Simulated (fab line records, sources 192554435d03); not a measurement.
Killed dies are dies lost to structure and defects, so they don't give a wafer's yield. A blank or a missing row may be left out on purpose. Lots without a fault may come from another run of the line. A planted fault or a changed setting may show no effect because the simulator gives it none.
Split-lot experiment | flow n5_finfet | 7 lots, 21 wafers read, on a route of 1938 steps

THE SPLIT
At N5_BEOL_M14_PEB_26 (peb time 90 s), the setting peb_temp_c was moved away from the recipe's 130 C on 4 of the 21 wafers read, by -2.5% to -2.1%. The other wafers ran this setting at the recipe's value.

FROM THE SPLIT TO THE READING: what the file shows between them, 2 steps
- N5_BEOL_M14_DEVELOP_27: develop time 45 s
- N5_BEOL_M14_HARDBAKE_32: time 120 s

THE READING
cd_nm, in nm, at N5_BEOL_M14_CD_MEAS_28 (target cd 284.4 nm). Fault-free wafers of this fab line usually give 286.1 nm, standard deviation 2.1 nm.

wafer  | tool, chamber at the split | peb_temp_c as run, C | against the recipe | cd_nm, nm | against lot-mates on the recipe
L075.1 | litho_track-02, 0          | 130                  | recipe             | 282.6     | -
L075.2 | litho_track-02, 0          | 130                  | recipe             | 287.4     | -
L075.4 | litho_track-02, 0          | 130                  | recipe             | 285.6     | -
L082.2 | litho_track-04, 0          | 130                  | recipe             | 287.2     | -
L082.3 | litho_track-04, 0          | 130                  | recipe             | 289.3     | -
L082.5 | litho_track-04, 0          | 126.8                | -2.5%              | 269.9     | -18.4
L085.4 | litho_track-03, 0          | 130                  | recipe             | 286.5     | -
L085.5 | litho_track-03, 0          | 130                  | recipe             | 283.2     | -
L085.6 | litho_track-03, 0          | 130                  | recipe             | 284.1     | -
L086.2 | litho_track-03, 0          | 130                  | recipe             | 282.3     | -
L086.3 | litho_track-03, 0          | 130                  | recipe             | 283.9     | -
L086.4 | litho_track-03, 0          | 130                  | recipe             | 281.9     | -
L087.1 | litho_track-02, 0          | 127.3                | -2.1%              | 269.3     | -16.3
L087.2 | litho_track-02, 0          | 130                  | recipe             | 286.8     | -
L087.6 | litho_track-02, 0          | 130                  | recipe             | 284.4     | -
L089.1 | litho_track-03, 0          | 130                  | recipe             | 283.6     | -
L089.2 | litho_track-03, 0          | 130                  | recipe             | 282.7     | -
L089.4 | litho_track-03, 0          | 130                  | recipe             | 285.9     | -
L091.1 | litho_track-03, 0          | 127.1                | -2.2%              | 267.3     | -19.9
L091.4 | litho_track-03, 0          | 127.1                | -2.2%              | 268.4     | -18.8
L091.6 | litho_track-03, 0          | 130                  | recipe             | 287.2     | -

THE FIT
A straight line over all 21 wafers: cd_nm changes by +7.18 nm for each +1% of peb_temp_c; r = +0.95; the points scatter about the line by 2.1 nm.
The same after taking each lot's own level away (the mean of its wafers on the recipe; 21 wafers): +8.13 nm for each +1%; r = +0.98; scatter 1.4 nm.
On that fit, the largest move of peb_temp_c shifts the reading by 20 nm.
The lots' own levels span 282.70 to 288.25 nm, that is 2.6 times the standard deviation above.
So the lot-to-lot level changes the slope: the two fits differ.
Check: with one of the wafers moved furthest among these (-2.5%) left out of the fit, the line predicts -20.7 nm for it against its lot-mates. It came out at -18.4 nm against them.

OTHER SPLITS ON THESE WAFERS
These wafers also went through other splits before the reading. Each is held against what the fit with the lots' levels taken away leaves over:
other split on the same wafers    | wafers away from the commonest value | r with cd_nm (lot level and that fit taken away)
N5_BEOL_M13_TRENCH_ETCH_34 time_s | 7                                    | -0.19

THE WHOLE CHAIN: every reading that the file lists as answering this split, in the file's order
step                   | what it does                                           | reading                                                         | change (the file's fit)              | r (the file's)
N5_BEOL_M14_CD_MEAS_28 | target cd 284.4 nm                                     | cd_nm                                                           | +7.96 nm for each +1% of the setting | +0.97
N5_BEOL_M14_DESCUM_33  | chemistry O2, time 7.9 s                               | BEOL_M14.cd_nm (the simulator's own value, which no gauge read) | +7.91 nm for each +1% of the setting | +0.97
N5_BEOL_M14_ETCH_67    | etches SiARC in CF4, target depth 143 nm, time 238.3 s | BEOL_M14.cd_nm (the simulator's own value, which no gauge read) | +7.78 nm for each +1% of the setting | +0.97
N5_BEOL_M14_ETCH_68    | etches SOC in N2/H2, time 450 s                        | BEOL_M14.cd_nm (the simulator's own value, which no gauge read) | +6.69 nm for each +1% of the setting | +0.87

THE FILE'S OWN FIT
cd_nm changes by +7.96 nm for each +1% of peb_temp_c, r = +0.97.
